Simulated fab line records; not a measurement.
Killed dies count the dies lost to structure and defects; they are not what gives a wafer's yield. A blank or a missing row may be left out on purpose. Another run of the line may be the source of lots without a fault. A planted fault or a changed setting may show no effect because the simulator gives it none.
Comparing a struck lot with a sound one ; flow nand harc ; 15 out of 1159 route steps
Sound: wafers L356.1, L356.3, L356.6. Wafers struck: L360.2, L360.3, L360.5. The cause is given at the end.
At each step with rows: each side's tool, then ch and its chambers, then its first start. Under that, the readings that differ: sound wafers ; struck wafers ; difference of the means ; sigmas: that difference in standard deviations of wafers without a fault.
alike: words and numbers the same on both sides, and readings whose means are apart by under 2 such deviations; not compared: readings that were withheld, readings missing a value for some wafer, numbers with overlapping values and no deviation given by the record, and bounds like >300 which may hide the same value.
Wherever a step has rows on one side only, a row that says differs or no value, or a row with sigmas, the two part there. Non-overlapping numbers with no deviation appear without sigmas and do not part them. Lack of a reading on every wafer of one side parts them only where that side has two or more wafers.

first, 2 steps without rows for these wafers: NHARC_A_CONTACT_PEB_06 (peb time 65 s); NHARC_A_CONTACT_DEVELOP_07 (develop time 35 s).
NHARC_A_CONTACT_CD_MEAS_08: target cd 100 nm.
  sound on cd sem-03 ch 0, day 20 13:55; struck on cd sem-01 ch 0, day 22 11:02
  alike: cd nm
NHARC_A_CONTACT_OVL_MEAS_09:
  sound: overlay-01 at day 20 14:01; struck: overlay-02 at day 22 11:08
  alike: overlay x nm, overlay y nm
NHARC_A_CONTACT_INSPECT_10:
  sound: defect inspect-02 at day 20 14:02; struck: defect inspect-02 at day 22 11:10
  alike: raw defect count
then, 1 step without rows for these wafers: NHARC_A_CONTACT_DESCUM_13 (chemistry O2, time 3 s).
NHARC_A_CONTACT_ETCH_88: etches the open film in CF4, target depth 39 nm, time 65 s.
  sound on rie diel-09 ch 1,3, day 20 14:13; struck on rie diel-11 ch 0,1, day 22 11:21
reading;sound;struck;difference;sigmas
oes product au (a.u.);0.994 0.990 0.978;1.002 1.017 1.016;+0.024;+2
  alike: bias w, cf4 flow sccm, drypump motor current A, rf vpp V, showerhead plenum p Torr, throttle valve pct
  not compared: rf hours counter h
then, 2 steps without rows for these wafers: NHARC_A_CONTACT_ETCH_89 (etches the open film in N2/H2, target depth 260 nm, time 475.3 s); NHARC_A_CONTACT_ETCH_30 (etches the open film in CF4/CHF3, target depth 60.5 nm, time 30.2 s).
NHARC_A_CONTACT_ETCH_31: etches the open film in O2/COS, target depth 2000 nm, time 520 s.
  sound on rie diel-09 ch 1,2; struck on rie diel-11 ch 1,2
reading;sound;struck;difference;sigmas
oes product au (a.u.);0.996 0.987 0.992;1.022 1.014 1.019;+0.027;+2
  alike: bias w, chamber pressure mTorr, drypump motor current A, o2 flow sccm, rf vpp V, showerhead plenum p Torr, throttle valve pct
  not compared: rf hours counter h
NHARC_A_CONTACT_ETCH_134: etches the open film in C4F8/O2/Ar, time 140 s, target depth 700 nm.
  sound on har cap etch-01 ch 0,1, day 20 18:37; struck on har cap etch-03 ch 0,1, day 22 12:19
  alike: chamber pressure mTorr, oes air line au
  not compared: rf hours counter h
NHARC_A_CONTACT_ETCH_135: etches the open film in C4F8/O2/Ar, time 132 s, target depth 1287 nm.
  sound on har cap etch-01 ch 0,1, day 20 18:49; struck on har cap etch-03 ch 0,1, day 22 12:31
  alike: chamber pressure mTorr, oes air line au
  not compared: rf hours counter h
NHARC_A_CONTACT_ETCH_136: etches the open film in C4F8/O2/Ar, time 132 s, target depth 1287 nm.
  sound on har cap etch-01 ch 0,1, day 20 18:56; struck on har cap etch-03 ch 0,1, day 22 12:38
  no value came back on the struck wafers for chamber pressure mTorr (mTorr), oes air line au (a.u.); on the sound wafers chamber pressure mTorr (mTorr) reads 20.003 20.002 20.015
  not compared: rf hours counter h
NHARC_A_CONTACT_ETCH_137: etches the open film in C4F8/O2/Ar, time 132 s, target depth 1287 nm.
  sound on har cap etch-01 ch 0,1, day 20 19:03; struck on har cap etch-03 ch 0,1, day 22 12:45
reading;sound;struck;difference;sigmas
oes air line au (a.u.);0.987 1.001 0.954;1.010 1.038 1.041;+0.049;+2
  alike: chamber pressure mTorr
  not compared: rf hours counter h
-- jump in the record: it breaks off in module A_CONTACT and resumes in module END (first step shown: number 1159 of the route), and 2 days separate the struck wafers' starts before and after --
NHARC_END_SORT_01:
  sound on prober-02 ch 0, day 23 01:43; struck on prober-01 ch 0, day 24 21:04
reading;sound;struck;difference;sigmas
hold;- - -;await dispo/2.7h/scrap await dispo/2.7h/scrap await dispo/2.7h/scrap;no value on the sound wafers;
killed at array;45 45 36;676 672 676;+633;+49
killed dies;46 50 40;677 677 677;+632;+49
  alike: killed at other, killed at periphery, killed open, killed short

## WHERE THEY PART
At NHARC_A_CONTACT_ETCH_88 first; at NHARC_END_SORT_01 last (within this record only).

WHY: the cause the simulator had injected
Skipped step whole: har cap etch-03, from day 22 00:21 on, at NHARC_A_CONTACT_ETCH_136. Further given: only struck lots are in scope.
